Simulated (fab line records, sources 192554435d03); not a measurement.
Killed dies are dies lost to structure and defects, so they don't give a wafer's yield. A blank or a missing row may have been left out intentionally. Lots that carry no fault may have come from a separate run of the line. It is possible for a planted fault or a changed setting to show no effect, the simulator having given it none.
Which tool is to blame?	flow n5 finfet	15 lots, 43 wafers sampled, at 6 steps of a route of 1938

## WHAT THE GAUGES READ, wafer by wafer
N5_BEOL_M5_INSPECT_13: inspects for defects (brightfield). Usual: raw defect count reads 421 (standard deviation 100).
lot	measured	on	raw defect count	flag
L723	day 10 07:43	defect inspect-02	395 584 320	
L726	day 10 08:20	defect inspect-02	319 481 373	
L727	day 11 00:55	defect inspect-02	419 475 426	
L736	day 12 19:06	defect inspect-01	297 387 362	
L735	day 13 04:05	defect inspect-01	341 480 327	
L734	day 13 14:44	defect inspect-02	608 517 487	
L739	day 13 15:02	defect inspect-01	460 424 401	
L737	day 13 15:18	defect inspect-02	386 384	
L741	day 14 09:51	defect inspect-01	376 418	
L738	day 14 11:26	defect inspect-01	472 395 352	
L740	day 14 14:23	defect inspect-02	469 430 496	
L742	day 14 23:04	defect inspect-02	317 322 448	
L744	day 15 06:12	defect inspect-01	321 263 347	
L743	day 15 13:01	defect inspect-02	433 380 413	
L745	day 15 16:18	defect inspect-01	350 315 440	

N5_BEOL_M5_CD_MEAS_18: pitch 56 nm, target cd 28 nm. Usual: cd nm reads 27.8 nm (standard deviation 0.42).
lot	measured	on	cd nm (nm)	flag
L723	day 10 08:18	cd sem-01	28.7 27.5 27.7	
L726	day 10 08:47	cd sem-03	28.0 27.6 28.3	
L727	day 11 01:29	cd sem-02	27.8 27.6 27.8	
L736	day 12 19:59	cd sem-01	- - -	OFF
L735	day 13 04:38	cd sem-03	- - -	OFF
L734	day 13 15:38	cd sem-03	- - -	OFF
L739	day 13 15:43	cd sem-02	28.1 28.5 27.7	
L737	day 13 15:48	cd sem-03	27.8 27.5	
L741	day 14 10:25	cd sem-02	27.8 27.8	
L738	day 14 11:54	cd sem-02	27.3 27.5 27.3	
L740	day 14 15:14	cd sem-02	28.0 27.1 27.8	
L742	day 14 23:40	cd sem-02	27.4 27.8 27.4	
L744	day 15 07:01	cd sem-03	27.5 27.9 27.3	
L743	day 15 13:29	cd sem-03	28.0 27.4 27.4	
L745	day 15 16:46	cd sem-03	27.4 27.4 28.0	

## WHAT TOOL EACH LOT RAN ON (gives the tool, then ch and the chambers of the sampled wafers, and finally the start)
lot	N5_BEOL_M4_SPUTTER_94	N5_BEOL_M5_ETCH_72	N5_BEOL_M5_ETCH_62	N5_BEOL_M5_HM_OPEN_17
L723	pvd sputter-03, day 10 00:19	rie diel-02 ch 0,1,3, day 10 07:55	rie diel-02 ch 0,1,3, day 10 07:57	rie metal-02 ch 0,1, day 10 08:09
L726	pvd sputter-03, day 10 04:45	rie diel-03 ch 1,2,3, day 10 08:24	rie diel-03 ch 1,2,3, day 10 08:26	rie metal-02 ch 0,1, day 10 08:37
L727	pvd sputter-03, day 10 19:17	rie diel-02 ch 0,1,3, day 11 00:59	rie diel-02 ch 0,1,3, day 11 01:02	rie metal-02 ch 0, day 11 01:13
L736	pvd sputter-01, day 12 12:09	rie diel-02 ch 0,1,2, day 12 19:18	rie diel-02 ch 0,1,2, day 12 19:21	rie metal-02 ch 0,1, day 12 19:31
L735	pvd sputter-01, day 12 22:54	rie diel-02 ch 0,1,3, day 13 04:09	rie diel-02 ch 0,1,3, day 13 04:11	rie metal-03 ch 1, day 13 04:22
L734	pvd sputter-01, day 13 10:31	rie diel-06 ch 0,3, day 13 15:14	rie diel-06 ch 0,3, day 13 15:17	rie metal-03 ch 1, day 13 15:27
L739	pvd sputter-02, day 13 10:36	rie diel-03 ch 0,1,3, day 13 15:19	rie diel-03 ch 0,1,3, day 13 15:22	rie metal-02 ch 0, day 13 15:32
L737	pvd sputter-03, day 13 10:59	rie diel-02 ch 2,3, day 13 15:25	rie diel-02 ch 2,3, day 13 15:27	rie metal-03 ch 0,1, day 13 15:37
L741	pvd sputter-02, day 14 03:53	rie diel-06 ch 0, day 14 10:01	rie diel-06 ch 0, day 14 10:03	rie metal-01 ch 0, day 14 10:15
L738	pvd sputter-03, day 14 06:28	rie diel-06 ch 1,2, day 14 11:31	rie diel-06 ch 1,2, day 14 11:34	rie metal-01 ch 0,1, day 14 11:43
L740	pvd sputter-01, day 14 10:05	rie diel-06 ch 0,2,3, day 14 14:40	rie diel-06 ch 0,2,3, day 14 14:42	rie metal-01 ch 0,1, day 14 14:52
L742	pvd sputter-02, day 14 17:58	rie diel-03 ch 0,3, day 14 23:08	rie diel-03 ch 0,3, day 14 23:11	rie metal-03 ch 0,1, day 14 23:23
L744	pvd sputter-03, day 15 01:52	rie diel-02 ch 1,2,3, day 15 06:31	rie diel-02 ch 1,2,3, day 15 06:34	rie metal-03 ch 0,1, day 15 06:44
L743	pvd sputter-03, day 15 08:40	rie diel-02 ch 0,1,2, day 15 13:05	rie diel-02 ch 0,1,2, day 15 13:08	rie metal-03 ch 1, day 15 13:17
L745	pvd sputter-02, day 15 11:55	rie diel-03 ch 0,1,3, day 15 16:22	rie diel-03 ch 0,1,3, day 15 16:25	rie metal-03 ch 0,1, day 15 16:35
- N5_BEOL_M4_SPUTTER_94: material Cu, target thk 4.5 nm, time 8.29 s.
- N5_BEOL_M5_ETCH_72: etches underlayer in N2/H2, target depth 6.5 nm, time 5.2 s.
- N5_BEOL_M5_ETCH_62: etches SOC in N2/H2, target depth 75 nm, overetch 15 nm, time 112.5 s.
- N5_BEOL_M5_HM_OPEN_17: chemistry Cl2/BCl3, target TiN, target depth 20 nm, overetch 6 nm.

## WHAT THE TOOLS THEMSELVES READ (means of the sampled wafers that have a number; where no wafer has one, the mark that the record gives instead)
N5_BEOL_M4_SPUTTER_94. Usual: chuck gas flow sccm 1.27 sccm, standard deviation 0.052; throttle valve pct 29.6 %, standard deviation 0.89.
lot	tool	chuck gas flow sccm (sccm)	throttle valve pct (%)	flag
L723	pvd sputter-03	1.27	29.7	
L726	pvd sputter-03	1.29	28.6	
L727	pvd sputter-03	1.24	29.3	
L736	pvd sputter-01	1.24	29.5	
L735	pvd sputter-01	1.29	29.4	
L734	pvd sputter-01	1.25	30.1	
L739	pvd sputter-02	1.25	29.3	
L737	pvd sputter-03	1.33	30.1	
L741	pvd sputter-02	1.31	29.9	
L738	pvd sputter-03	1.27	30.0	
L740	pvd sputter-01	1.28	29.2	
L742	pvd sputter-02	1.21	29.6	
L744	pvd sputter-03	1.23	30.1	
L743	pvd sputter-03	1.28	29.9	
L745	pvd sputter-02	1.25	29.7	

N5_BEOL_M5_ETCH_72. Usual: bias w 150.0 W, standard deviation 0.46; chamber pressure mTorr 30.00 mTorr, standard deviation 0.04; drypump motor current A 5.6 A, standard deviation 0.32; etch rf on time s 5.20 s, standard deviation 0.23; h2 flow sccm 200.0 sccm, standard deviation 0.57; oes product au 0.66 a.u., standard deviation 0.055; rf vpp V 523 V, standard deviation 3.1; showerhead plenum p Torr 2.52 Torr, standard deviation 0.093; throttle valve pct 17.86 %, standard deviation 0.2.
lot	tool	bias w (W)	chamber pressure mTorr (mTorr)	drypump motor current A (A)	etch rf on time s (s)	h2 flow sccm (sccm)	oes product au (a.u.)	rf vpp V (V)	showerhead plenum p Torr (Torr)	throttle valve pct (%)	flag
L723	rie diel-02	150.1	30.03	5.6	5.30	200.0	0.67	524	2.52	17.78	
L726	rie diel-03	150.2	30.01	5.6	5.18	199.9	0.63	526	2.59	17.98	
L727	rie diel-02	150.1	29.99	5.6	5.24	199.3	0.67	523	2.51	17.81	
L736	rie diel-02	149.9	30.01	5.5	5.02	199.9	0.67	525	2.54	17.79	
L735	rie diel-02	149.9	29.99	5.5	5.19	200.1	0.66	523	2.51	17.83	
L734	rie diel-06	149.8	29.97	5.6	5.23	199.6	0.69	522	2.49	17.70	
L739	rie diel-03	150.1	29.96	5.8	5.27	200.0	0.65	525	2.59	18.07	
L737	rie diel-02	149.9	29.95	5.6	5.24	200.6	0.60	521	2.45	17.92	
L741	rie diel-06	150.1	29.96	5.5	5.26	200.7	0.73	522	2.48	17.57	
L738	rie diel-06	149.4	29.97	5.7	5.28	200.0	0.65	520	2.41	17.90	
L740	rie diel-06	149.6	29.96	5.7	5.28	199.8	0.65	521	2.44	17.86	
L742	rie diel-03	149.9	29.96	5.6	5.34	199.8	0.66	525	2.61	18.18	
L744	rie diel-02	150.0	30.00	5.6	5.17	200.1	0.63	523	2.51	17.85	
L743	rie diel-02	150.6	29.96	5.5	5.03	199.7	0.66	525	2.53	17.83	
L745	rie diel-03	150.1	30.02	5.8	5.23	200.8	0.64	524	2.58	18.09	

N5_BEOL_M5_ETCH_62. Usual: bias w 150.0 W, standard deviation 0.43; chamber pressure mTorr 30.000 mTorr, standard deviation 0.029; drypump motor current A 5.6 A, standard deviation 0.32; h2 flow sccm 200.0 sccm, standard deviation 0.61; oes product au 0.61 a.u., standard deviation 0.047; rf vpp V 523.3 V, standard deviation 2.7; showerhead plenum p Torr 2.52 Torr, standard deviation 0.094; throttle valve pct 17.82 %, standard deviation 0.2.
lot	tool	bias w (W)	chamber pressure mTorr (mTorr)	drypump motor current A (A)	h2 flow sccm (sccm)	oes product au (a.u.)	rf vpp V (V)	showerhead plenum p Torr (Torr)	throttle valve pct (%)	flag
L723	rie diel-02	149.8	29.993	5.6	200.3	0.62	522.5	2.52	17.75	
L726	rie diel-03	150.4	29.962	5.6	200.8	0.58	525.6	2.59	17.94	
L727	rie diel-02	150.1	29.995	5.5	200.0	0.62	523.3	2.51	17.75	
L736	rie diel-02	-	-	-	-	-	-	-	-	OFF
L735	rie diel-02	-	-	-	-	-	-	-	-	OFF
L734	rie diel-06	-	-	-	-	-	-	-	-	OFF
L739	rie diel-03	150.0	30.029	5.8	200.4	0.60	525.2	2.59	18.02	
L737	rie diel-02	149.7	30.005	5.7	199.7	0.57	521.5	2.45	17.90	
L741	rie diel-06	150.8	29.988	5.5	199.7	0.68	523.3	2.48	17.53	
L738	rie diel-06	150.0	29.989	5.7	200.3	0.61	520.5	2.41	17.86	
L740	rie diel-06	150.1	30.015	5.7	199.8	0.61	520.4	2.44	17.83	
L742	rie diel-03	150.4	30.022	5.6	200.1	0.62	524.9	2.61	18.14	
L744	rie diel-02	150.4	29.990	5.5	200.3	0.58	523.2	2.51	17.82	
L743	rie diel-02	150.4	29.991	5.5	199.9	0.60	524.0	2.53	17.78	
L745	rie diel-03	149.7	29.998	5.8	200.8	0.60	525.2	2.58	18.07	

N5_BEOL_M5_HM_OPEN_17. Usual: drypump motor current A 5.67 A, standard deviation 0.14; oes product au 0.73 a.u., standard deviation 0.044; throttle valve pct 22.14 %, standard deviation 0.21.
lot	tool	drypump motor current A (A)	oes product au (a.u.)	throttle valve pct (%)	flag
L723	rie metal-02	5.57	0.69	21.95	
L726	rie metal-02	5.46	0.70	22.03	
L727	rie metal-02	5.66	0.69	21.85	
L736	rie metal-02	5.55	0.30	22.60	OFF
L735	rie metal-03	5.72	0.33	22.83	OFF
L734	rie metal-03	5.75	0.33	22.83	OFF
L739	rie metal-02	5.66	0.68	21.86	
L737	rie metal-03	5.73	0.79	22.18	
L741	rie metal-01	5.75	0.74	22.27	
L738	rie metal-01	5.80	0.73	22.42	
L740	rie metal-01	5.78	0.73	22.36	
L742	rie metal-03	5.73	0.77	22.18	
L744	rie metal-03	5.70	0.75	22.20	
L743	rie metal-03	5.73	0.73	22.19	
L745	rie metal-03	5.72	0.77	22.20	

## THE ANSWER, worked out from the rows above alone
Rule: take the mean of a lot's wafers that have a number; if it is more than 3 standard deviations from the usual mean, the lot is off. A lot without any number at a reading at which 4 lots or more have one is off too. Any other lot the step has rows for is counted as sound. Order of review: gauges by route order, followed by the tools' own readings, for which a lot's mean as printed above is used. At the first step where some lot is off, the reading lying furthest off is the one used; lots without a number count as furthest.
Off, at N5_BEOL_M5_CD_MEAS_18 on cd nm: L736, L735, L734. Without a number there: L736, L735, L734.
A tool fits if, at a process step before that reading, it ran every lot that is off, and no sound lot after the first of them. Not tried: the gauges at N5_BEOL_M5_CD_MEAS_18; whatever is off there is also off at N5_BEOL_M5_ETCH_62, on other tools, and gauge error can't account for it. Not one of the candidates tried fits.

## WHAT THE SIMULATOR PUT IN
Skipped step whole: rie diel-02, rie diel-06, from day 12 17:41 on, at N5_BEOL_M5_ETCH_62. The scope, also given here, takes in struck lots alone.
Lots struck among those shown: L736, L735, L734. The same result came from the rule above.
